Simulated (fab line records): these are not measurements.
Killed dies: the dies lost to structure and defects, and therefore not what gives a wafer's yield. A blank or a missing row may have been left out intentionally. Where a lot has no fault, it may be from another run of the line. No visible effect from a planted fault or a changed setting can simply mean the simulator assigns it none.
Which tool did it? ; flow nandHarc ; Sampling: 11 lots, 33 wafers, 6 of 1159 route steps

WHAT THE GAUGES SHOWED, per wafer
NHARC_P_M0_THK_MEAS_24: measures by xrf.
lot;measured;on;thkNm (nm)
L457;day 6 16:30;filmMetro-01;115.8 116.5 115.1
L459;day 6 21:29;filmMetro-01;118.3 117.3 117.2
L458;day 6 22:00;filmMetro-02;117.1 118.2 115.6
L460;day 7 06:35;filmMetro-02;115.5 116.7 116.1
L465;day 8 01:49;filmMetro-01;119.7 115.8 116.9
L464;day 8 02:26;filmMetro-01;117.3 118.0 117.6
L467;day 8 13:33;filmMetro-01;116.3 114.8 114.3
L468;day 9 05:07;filmMetro-02;117.9 117.3 116.9
L474;day 10 09:31;filmMetro-01;118.2 116.1 117.6
L477;day 11 03:05;filmMetro-02;116.9 116.7 117.1
L476;day 11 05:43;filmMetro-02;119.5 117.0 118.0

NHARC_END_SORT_01.
lot;measured;on;defectLimitedYield (%);killedAtArray;killedAtOther;killedAtPeriphery;killedDies;killedOpen;killedShort;sort_bin_2_pct (%);sort_bin_3_pct (%);sort_bin_4_pct (%);sortNPass;sortRimYieldPct (%);sortYieldPct (%)
L459;day 20 08:24;prober-01;95.6 96.0 96.2;25 22 24;2 1 0;3 4 2;30 27 26;1 2 3;2 0 1;1.6 1.0 1.3;0.15 0.15 0.30;2.7 2.8 2.2;647 650 651;94 92 96;95.6 96.0 96.2
L468;day 22 18:38;prober-01;96.5 96.9 97.5;19 18 14;0 1 0;5 2 3;24 21 17;7 3 4;1 1 4;1.2 1.2 0.4;0.15 0.15 0.15;2.2 1.8 1.9;653 656 660;96 96 96;96.5 96.9 97.5
L474;day 24 02:23;prober-01;94.2 93.5 94.7;34 39 31;3 3 3;2 2 2;39 44 36;3 4 2;3 3 1;2.1 2.1 1.6;0.44 0.44 0.59;3.2 4.0 3.1;638 633 641;89 92 89;94.2 93.5 94.7

EACH LOT AND THE TOOL THAT RAN IT (in order: tool; ch and the chambers of the sampled wafers; start)
lot;NHARC_P_M0_ETCH_34;NHARC_P_M0_DEGAS_28;NHARC_P_M0_ECD_22;NHARC_P_M0_CMP_23
L457;rieDiel-07 ch 2,3, day 6 14:16;pvdSputter-01, day 6 15:07;ecdCu-01 ch 0, day 6 15:28;cmp-02 ch 0,1, day 6 16:11
L459;rieDiel-10 ch 0,1,3, day 6 19:11;pvdSputter-03, day 6 20:05;ecdCu-01 ch 0,1, day 6 20:30;cmp-01 ch 0,2, day 6 21:10
L458;rieDiel-07 ch 0,1,3, day 6 19:47;pvdSputter-02, day 6 20:37;ecdCu-02 ch 0,1, day 6 21:01;cmp-04 ch 0,2, day 6 21:43
L460;rieDiel-10 ch 0,1,2, day 7 04:20;pvdSputter-02, day 7 05:10;ecdCu-02 ch 0,1, day 7 05:36;cmp-04 ch 1,2, day 7 06:16
L465;rieDiel-02 ch 0,3, day 7 23:24;pvdSputter-01, day 8 00:16;ecdCu-02 ch 0,1, day 8 00:48;cmp-02 ch 0,1,2, day 8 01:32
L464;rieDiel-02 ch 0,3, day 7 23:58;pvdSputter-02, day 8 00:52;ecdCu-01 ch 0,1, day 8 01:14;cmp-02 ch 0,1, day 8 02:08
L467;rieDiel-02 ch 1,2,3, day 8 11:19;pvdSputter-01, day 8 12:10;ecdCu-01 ch 0,1, day 8 12:37;cmp-04 ch 0,1,2, day 8 13:16
L468;rieDiel-07 ch 1,3, day 9 02:50;pvdSputter-02, day 9 03:44;ecdCu-02 ch 0,1, day 9 04:05;cmp-04 ch 0,2,3, day 9 04:50
L474;rieDiel-02 ch 0,2,3, day 10 07:17;pvdSputter-03, day 10 08:07;ecdCu-01 ch 0,1, day 10 08:32;cmp-04 ch 1,2,3, day 10 09:14
L477;rieDiel-02 ch 1,2, day 11 00:50;pvdSputter-01, day 11 01:41;ecdCu-01 ch 0,1, day 11 02:02;cmp-04 ch 0,1,2, day 11 02:50
L476;rieDiel-02 ch 1,3, day 11 03:28;pvdSputter-02, day 11 04:19;ecdCu-01 ch 0,1, day 11 04:47;cmp-04 ch 0,1, day 11 05:25
- NHARC_P_M0_ETCH_34: etches the open film in N2/H2, target depth 40 nm, overetch 12 nm, time 43.94 s.
- NHARC_P_M0_DEGAS_28: time 60 s.
- NHARC_P_M0_ECD_22: material Cu, target thk 400 nm.
- NHARC_P_M0_CMP_23: polishes, t overpolish 20 s, target thk 117.53 nm.

AS READ BY THE TOOLS THEMSELVES (means over the sampled wafers that have a number; for cases with no such wafer, the mark the record gives instead)
NHARC_P_M0_ETCH_34.
lot;tool;biasW (W);chamberPressureMTorr (mTorr);drypumpMotorCurrentA (A);oesProductAu (a.u.);rfFwdPowerW (W);rfVppV (V);showerheadPlenumPTorr (Torr);throttleValvePct (%)
L457;rieDiel-07;149.7;30.013;5.4;0.993;395.2;430.2;2.02;14.173
L459;rieDiel-10;150.3;30.011;5.6;0.998;394.0;432.0;2.09;14.168
L458;rieDiel-07;150.0;30.004;5.5;0.997;394.2;430.4;2.07;14.174
L460;rieDiel-10;149.8;30.008;5.9;0.984;393.1;431.8;2.11;14.181
L465;rieDiel-02;150.2;30.007;5.9;1.010;395.2;431.3;2.06;14.167
L464;rieDiel-02;150.6;29.984;5.9;0.993;395.2;431.2;2.06;14.168
L467;rieDiel-02;150.1;30.005;5.7;0.996;395.8;431.3;2.08;14.168
L468;rieDiel-07;149.8;30.032;5.4;0.998;396.2;430.2;2.02;14.174
L474;rieDiel-02;150.2;29.977;5.9;0.991;395.1;431.6;2.09;14.173
L477;rieDiel-02;149.6;30.012;5.8;0.991;396.8;432.4;2.10;14.168
L476;rieDiel-02;149.9;29.998;5.7;1.004;394.8;430.2;2.04;14.160

NHARC_P_M0_DEGAS_28.
lot;tool;heaterPowerW (W)
L457;pvdSputter-01;319
L459;pvdSputter-03;330
L458;pvdSputter-02;312
L460;pvdSputter-02;313
L465;pvdSputter-01;335
L464;pvdSputter-02;314
L467;pvdSputter-01;345
L468;pvdSputter-02;307
L474;pvdSputter-03;332
L477;pvdSputter-01;353
L476;pvdSputter-02;308

NHARC_P_M0_CMP_23.
lot;tool;motorCurrentA (A);timeToEndpointS (s)
L457;cmp-02;12.5;25.9
L459;cmp-01;11.3;26.0
L458;cmp-04;12.5;29.1
L460;cmp-04;11.7;25.2
L465;cmp-02;12.1;20.3
L464;cmp-02;12.3;28.5
L467;cmp-04;12.0;26.1
L468;cmp-04;12.5;19.5
L474;cmp-04;11.9;27.6
L477;cmp-04;12.1;27.4
L476;cmp-04;12.5;27.8

THE ANSWER, worked out from the rows above alone
Rule: usual is defined by the lots themselves. Put in order of their means at a reading, lots are off if they are a third of the lots or fewer, leave a main group of 4 or more, and stand apart from it by a gap of 3 or more times the standard deviation of the main group's means; of several such gaps the widest counts. The tables above print the reading to a certain number of digits; a main group whose means all agree to those digits is not used. Also off: a lot with no number at a reading for which 4 or more lots have one. The other lots that the step has rows for count as sound. After the gauges, taken in route order, come the tools' own readings; for these a lot's mean is taken, as printed above. At the first step where some lot is off, the reading lying furthest off is the one used; lots without a number count as furthest.
Off: L465, L468, at NHARC_P_M0_CMP_23 (timeToEndpointS). Main group: mean 27.1 s, sd 1.2.
If a tool, at that step or one of the process steps before it, ran each lot that is off and ran no sound lot following the first of them, it fits. One candidate fits, namely ecdCu-02 at NHARC_P_M0_ECD_22. A fault onset in the window from L460 (day 7 05:36, its last sound lot) to L465 (day 8 00:48, its first lot off) fits.

WHAT WAS PUT IN BY THE SIMULATOR
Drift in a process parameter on ecdCu-02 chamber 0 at NHARC_P_M0_ECD_22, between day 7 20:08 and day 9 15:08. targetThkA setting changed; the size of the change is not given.
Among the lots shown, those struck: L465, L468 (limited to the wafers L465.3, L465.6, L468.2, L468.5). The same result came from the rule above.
